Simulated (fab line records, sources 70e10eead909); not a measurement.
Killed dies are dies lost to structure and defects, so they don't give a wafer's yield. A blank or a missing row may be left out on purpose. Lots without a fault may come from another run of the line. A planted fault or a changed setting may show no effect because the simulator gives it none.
Which tool did it? | flow nand_harc | 24 lots, 72 wafers sampled, at 5 steps of a route of 1302

WHAT THE GAUGES READ, wafer by wafer
NHARC_A_CONTACT_CD_MEAS_15.
lot  | measured     | on        | cd_nm (nm)
L075 | day 22 20:32 | cd_sem-02 | 190.3 190.2 190.9
L074 | day 22 23:38 | cd_sem-01 | 189.9 189.3 189.7
L076 | day 23 01:19 | cd_sem-01 | 190.4 190.9 190.2
L078 | day 23 08:13 | cd_sem-03 | 192.2 191.5 191.2
L077 | day 23 15:46 | cd_sem-02 | 190.6 190.7 190.6
L079 | day 24 23:48 | cd_sem-01 | 190.6 190.2 189.8
L080 | day 25 02:59 | cd_sem-01 | 190.2 190.4 189.9
L081 | day 25 06:41 | cd_sem-03 | 190.3 189.8 190.6
L084 | day 26 16:13 | cd_sem-02 | 189.2 188.8 189.7
L082 | day 26 14:30 | cd_sem-03 | 189.6 189.4 189.9
L083 | day 26 16:17 | cd_sem-01 | 191.1 190.2 190.1
L085 | day 27 09:37 | cd_sem-01 | 190.3 190.2 189.9
L086 | day 27 11:31 | cd_sem-01 | 190.4 191.0 191.5
L087 | day 27 23:16 | cd_sem-01 | 190.3 190.6 190.2
L089 | day 28 11:44 | cd_sem-02 | 189.8 190.6 190.1
L088 | day 28 16:22 | cd_sem-03 | 189.0 189.9 189.3
L092 | day 30 00:04 | cd_sem-03 | 191.3 191.0 191.4
L090 | day 30 03:42 | cd_sem-01 | 190.4 191.2 189.9
L091 | day 30 08:22 | cd_sem-01 | 190.5 189.9 190.7
L095 | day 30 17:04 | cd_sem-03 | 190.2 190.0 190.6
L093 | day 30 23:13 | cd_sem-02 | 189.7 190.0 189.5
L094 | day 30 23:46 | cd_sem-01 | 190.6 189.9 189.7
L096 | day 31 18:25 | cd_sem-03 | 190.3 190.5 190.9
L097 | day 32 13:23 | cd_sem-02 | 189.9 190.8 189.7

WHICH TOOL RAN EACH LOT (tool, then ch and the chambers of the sampled wafers, then the start)
lot  | NHARC_A_CONTACT_ETCH_122             | NHARC_A_CONTACT_DEP_57        | NHARC_A_CONTACT_ETCH_130             | NHARC_A_CONTACT_ETCH_139
L075 | har_cap_etch-03 ch 0,1, day 22 00:35 | acl_dep-03 ch 0, day 22 05:09 | har_cap_etch-01 ch 0,1, day 22 11:50 | har_cap_etch-03 ch 0,1, day 22 19:44
L074 | har_cap_etch-02 ch 0,1, day 22 05:08 | acl_dep-03 ch 0, day 22 09:30 | har_cap_etch-03 ch 0,1, day 22 15:20 | har_cap_etch-01 ch 0,1, day 22 22:59
L076 | har_cap_etch-03 ch 0,1, day 22 06:13 | acl_dep-01 ch 0, day 22 10:34 | har_cap_etch-01 ch 0,1, day 22 16:50 | har_cap_etch-03 ch 0,1, day 23 00:32
L078 | har_cap_etch-02 ch 0,1, day 22 14:43 | acl_dep-03 ch 0, day 22 17:14 | har_cap_etch-02 ch 0,1, day 23 00:00 | har_cap_etch-03 ch 0,1, day 23 07:29
L077 | har_cap_etch-02 ch 1, day 22 18:49   | acl_dep-02 ch 0, day 22 21:56 | har_cap_etch-01 ch 0,1, day 23 07:05 | har_cap_etch-02 ch 0,1, day 23 15:01
L079 | har_cap_etch-03 ch 0,1, day 24 05:57 | acl_dep-03 ch 0, day 24 08:17 | har_cap_etch-03 ch 0,1, day 24 15:04 | har_cap_etch-03 ch 0,1, day 24 23:04
L080 | har_cap_etch-01 ch 1, day 24 07:13   | acl_dep-03 ch 0, day 24 12:02 | har_cap_etch-01 ch 0,1, day 24 18:17 | har_cap_etch-01 ch 0,1, day 25 02:15
L081 | har_cap_etch-02 ch 0,1, day 24 07:50 | acl_dep-03 ch 0, day 24 15:15 | har_cap_etch-02 ch 0,1, day 24 21:31 | har_cap_etch-02 ch 0,1, day 25 05:54
L084 | har_cap_etch-03 ch 0,1, day 25 17:13 | acl_dep-03 ch 0, day 25 20:46 | har_cap_etch-03 ch 0,1, day 26 03:44 | har_cap_etch-03 ch 0,1, day 26 15:26
L082 | har_cap_etch-01 ch 0,1, day 25 18:22 | acl_dep-01 ch 0, day 25 20:49 | har_cap_etch-01 ch 0,1, day 26 04:25 | har_cap_etch-01 ch 0,1, day 26 13:43
L083 | har_cap_etch-02 ch 0,1, day 25 19:15 | acl_dep-02 ch 0, day 25 23:13 | har_cap_etch-02 ch 0,1, day 26 05:59 | har_cap_etch-01 ch 0,1, day 26 15:31
L085 | har_cap_etch-03 ch 1, day 26 08:41   | acl_dep-03 ch 0, day 26 14:25 | har_cap_etch-03 ch 1, day 26 20:41   | har_cap_etch-03 ch 0,1, day 27 08:53
L086 | har_cap_etch-02 ch 0,1, day 26 15:26 | acl_dep-03 ch 0, day 26 18:58 | har_cap_etch-01 ch 0,1, day 27 01:47 | har_cap_etch-01 ch 0,1, day 27 10:43
L087 | har_cap_etch-02 ch 0, day 27 05:08   | acl_dep-02 ch 0, day 27 07:57 | har_cap_etch-02 ch 0,1, day 27 14:45 | har_cap_etch-02 ch 0, day 27 22:29
L089 | har_cap_etch-03 ch 0,1, day 27 16:53 | acl_dep-03 ch 0, day 27 19:44 | har_cap_etch-03 ch 0,1, day 28 01:52 | har_cap_etch-02 ch 0,1, day 28 10:57
L088 | har_cap_etch-01 ch 0,1, day 27 21:17 | acl_dep-03 ch 0, day 28 02:01 | har_cap_etch-01 ch 1, day 28 08:09   | har_cap_etch-03 ch 0,1, day 28 15:38
L092 | har_cap_etch-01 ch 0,1, day 29 00:56 | acl_dep-02 ch 0, day 29 06:05 | har_cap_etch-01 ch 0,1, day 29 12:59 | har_cap_etch-02 ch 0,1, day 29 23:17
L090 | har_cap_etch-02 ch 0,1, day 29 02:52 | acl_dep-03 ch 0, day 29 06:48 | har_cap_etch-02 ch 0,1, day 29 13:39 | har_cap_etch-02 ch 0,1, day 30 02:58
L091 | har_cap_etch-03 ch 0, day 29 10:46   | acl_dep-01 ch 0, day 29 14:36 | har_cap_etch-01 ch 0,1, day 29 20:55 | har_cap_etch-01 ch 0,1, day 30 07:35
L095 | har_cap_etch-03 ch 0,1, day 29 19:34 | acl_dep-03 ch 0, day 29 23:59 | har_cap_etch-03 ch 0,1, day 30 06:20 | har_cap_etch-01 ch 0,1, day 30 16:15
L093 | har_cap_etch-03 ch 0,1, day 30 02:07 | acl_dep-02 ch 0, day 30 06:59 | har_cap_etch-02 ch 0,1, day 30 13:38 | har_cap_etch-02 ch 0,1, day 30 22:28
L094 | har_cap_etch-01 ch 0, day 30 02:19   | acl_dep-03 ch 0, day 30 08:03 | har_cap_etch-03 ch 0,1, day 30 14:42 | har_cap_etch-03 ch 0,1, day 30 23:02
L096 | har_cap_etch-01 ch 0,1, day 31 00:44 | acl_dep-01 ch 0, day 31 03:07 | har_cap_etch-02 ch 0,1, day 31 09:58 | har_cap_etch-01 ch 0,1, day 31 17:41
L097 | har_cap_etch-03 ch 0,1, day 31 12:30 | acl_dep-02 ch 0, day 31 16:12 | har_cap_etch-01 ch 0,1, day 31 23:02 | har_cap_etch-01 ch 0,1, day 32 12:36
- NHARC_A_CONTACT_ETCH_122: etches the open film in C4F8/O2/Ar, time 190 s, target depth 1850 nm.
- NHARC_A_CONTACT_DEP_57: deposits aC, target thk 5300 nm.
- NHARC_A_CONTACT_ETCH_130: etches the open film in C4F8/O2/Ar, time 197 s, target depth 1918 nm.
- NHARC_A_CONTACT_ETCH_139: etches the open film in C4F8/O2/Ar, time 195 s, target depth 840 nm.

WHAT THE TOOLS THEMSELVES READ (means of the sampled wafers that have a number; where no wafer has one, the mark that the record gives instead)
NHARC_A_CONTACT_DEP_57.
lot  | tool       | throttle_valve_pct (%)
L075 | acl_dep-03 | 35.006
L074 | acl_dep-03 | 35.007
L076 | acl_dep-01 | 34.998
L078 | acl_dep-03 | 35.008
L077 | acl_dep-02 | 34.993
L079 | acl_dep-03 | 35.002
L080 | acl_dep-03 | 35.004
L081 | acl_dep-03 | 34.998
L084 | acl_dep-03 | 35.005
L082 | acl_dep-01 | 34.989
L083 | acl_dep-02 | 34.994
L085 | acl_dep-03 | 34.996
L086 | acl_dep-03 | 34.994
L087 | acl_dep-02 | 35.000
L089 | acl_dep-03 | 35.004
L088 | acl_dep-03 | 34.997
L092 | acl_dep-02 | 34.995
L090 | acl_dep-03 | 34.995
L091 | acl_dep-01 | 34.997
L095 | acl_dep-03 | 35.005
L093 | acl_dep-02 | 34.998
L094 | acl_dep-03 | 34.995
L096 | acl_dep-01 | 34.997
L097 | acl_dep-02 | 34.999

THE ANSWER, worked out from the rows above alone
Rule: what is usual is taken from the lots themselves. Put in order of their means at a reading, lots are off if they are a third of the lots or fewer, leave a main group of 4 or more, and stand apart from it by a gap of 3 or more times the standard deviation of the main group's means; of several such gaps the widest counts. A main group whose means are all the same, to the digits that the tables above print for the reading, isn't used. A lot without any number at a reading at which 4 lots or more have one is off too. The other lots that the step has rows for count as sound. The gauges are gone through in route order, then the tools' own readings, and for those a lot's mean is taken as printed above. The first step at which some lot is off is used, and at that step the reading that is off furthest; a lot without a number counts as furthest.
No lot is off at any reading shown: from this, nothing can be told.

WHAT THE SIMULATOR HAD PUT IN
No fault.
